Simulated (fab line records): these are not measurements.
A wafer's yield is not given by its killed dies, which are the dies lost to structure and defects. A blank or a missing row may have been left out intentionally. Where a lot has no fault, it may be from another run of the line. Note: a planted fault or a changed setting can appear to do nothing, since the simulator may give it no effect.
Split-lot experiment | flow n5Finfet | route with 1938 steps; 7 lots, 21 wafers read

## THE SPLIT
At N5_BEOL_M14_PEB_08 (peb time 90 s), the setting pebTempC was moved away from the recipe's 130 C on 4 of the 21 wafers read, by -1.2% to +2.4%. All remaining wafers had this setting at the recipe value.

## FROM THE SPLIT TO THE READING: what the file shows between them, 5 steps
- N5_BEOL_M14_DEVELOP_09: develop time 45 s
- N5_BEOL_M14_HARDBAKE_14: time 120 s
- N5_BEOL_M14_CD_MEAS_10: target cd 250 nm
- N5_BEOL_M14_STRIP_71: strips in post etch residue remover, time 60 s
- N5_BEOL_M14_SRD_72: time 30 s, dry time 30 s

## THE READING
cdNm (nm) at N5_BEOL_M14_CD_MEAS_17, where the cd target is 250 nm. Typical for fault-free wafers on this fab line: 250.3 nm, with standard deviation 2.5 nm.

wafer  | tool, chamber at the split | pebTempC as run, C | against the recipe | cdNm, nm | against lot-mates on the recipe
L076.2 | lithoTrack-02, 0           | 130                | recipe             | 251.1    | -
L076.4 | lithoTrack-02, 0           | 130                | recipe             | 251.3    | -
L076.6 | lithoTrack-02, 0           | 133.1              | +2.4%              | 260.8    | +9.6
L075.1 | lithoTrack-04, 0           | 132.5              | +1.9%              | 261.9    | +11.3
L075.3 | lithoTrack-04, 0           | 130                | recipe             | 250.0    | -
L075.6 | lithoTrack-04, 0           | 130                | recipe             | 251.1    | -
L084.2 | lithoTrack-04, 0           | 130                | recipe             | 244.8    | -
L084.5 | lithoTrack-04, 0           | 130                | recipe             | 251.1    | -
L084.6 | lithoTrack-04, 0           | 130                | recipe             | 252.5    | -
L085.2 | lithoTrack-03, 0           | 130                | recipe             | 249.7    | -
L085.4 | lithoTrack-03, 0           | 130                | recipe             | 247.8    | -
L085.6 | lithoTrack-03, 0           | 130                | recipe             | 247.0    | -
L089.3 | lithoTrack-02, 0           | 130                | recipe             | 253.5    | -
L089.5 | lithoTrack-02, 0           | 130                | recipe             | 254.4    | -
L089.6 | lithoTrack-02, 0           | 130                | recipe             | 250.8    | -
L091.2 | lithoTrack-03, 0           | 130                | recipe             | 248.8    | -
L091.4 | lithoTrack-03, 0           | 130                | recipe             | 249.9    | -
L091.6 | lithoTrack-03, 0           | 130                | recipe             | 247.7    | -
L097.1 | lithoTrack-03, 0           | 128.4              | -1.2%              | 242.8    | -6.5
L097.3 | lithoTrack-03, 0           | 128.4              | -1.2%              | 244.2    | -5.1
L097.5 | lithoTrack-03, 0           | 130                | recipe             | 249.3    | -

THE FIT
A straight line over all 21 wafers: cdNm changes by +5.2 nm for each +1% of pebTempC; r = +0.88; the points scatter about the line by 2.3 nm.
The same after taking each lot's own level away (the mean of its wafers on the recipe; 21 wafers): +4.75 nm for each +1%; r = +0.91; scatter 1.7 nm.
The reading moves by 11 nm for the largest change in pebTempC, on that fit.
Across the lots, their own levels run from 248.17 to 252.90 nm, a range of 1.9 times the standard deviation given above.
Hence the lot-to-lot level has little effect on the slope; both slopes agree.
Check: for one of the wafers moved furthest among these (+2.4%), held out of the fit, the line's prediction against its lot-mates is +13 nm. Against them it came out at +9.6 nm.

## THE WHOLE CHAIN: every reading that the file lists as answering this split, in the file's order
step                   | what it does     | reading | change (the file's fit)              | r (the file's)
N5_BEOL_M14_CD_MEAS_10 | target cd 250 nm | cdNm    | +4.12 nm for each +1% of the setting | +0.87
N5_BEOL_M14_CD_MEAS_17 | target cd 250 nm | cdNm    | +4.75 nm for each +1% of the setting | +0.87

## THE FILE'S OWN FIT
cdNm changes by +4.75 nm for each +1% of pebTempC, r = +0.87.
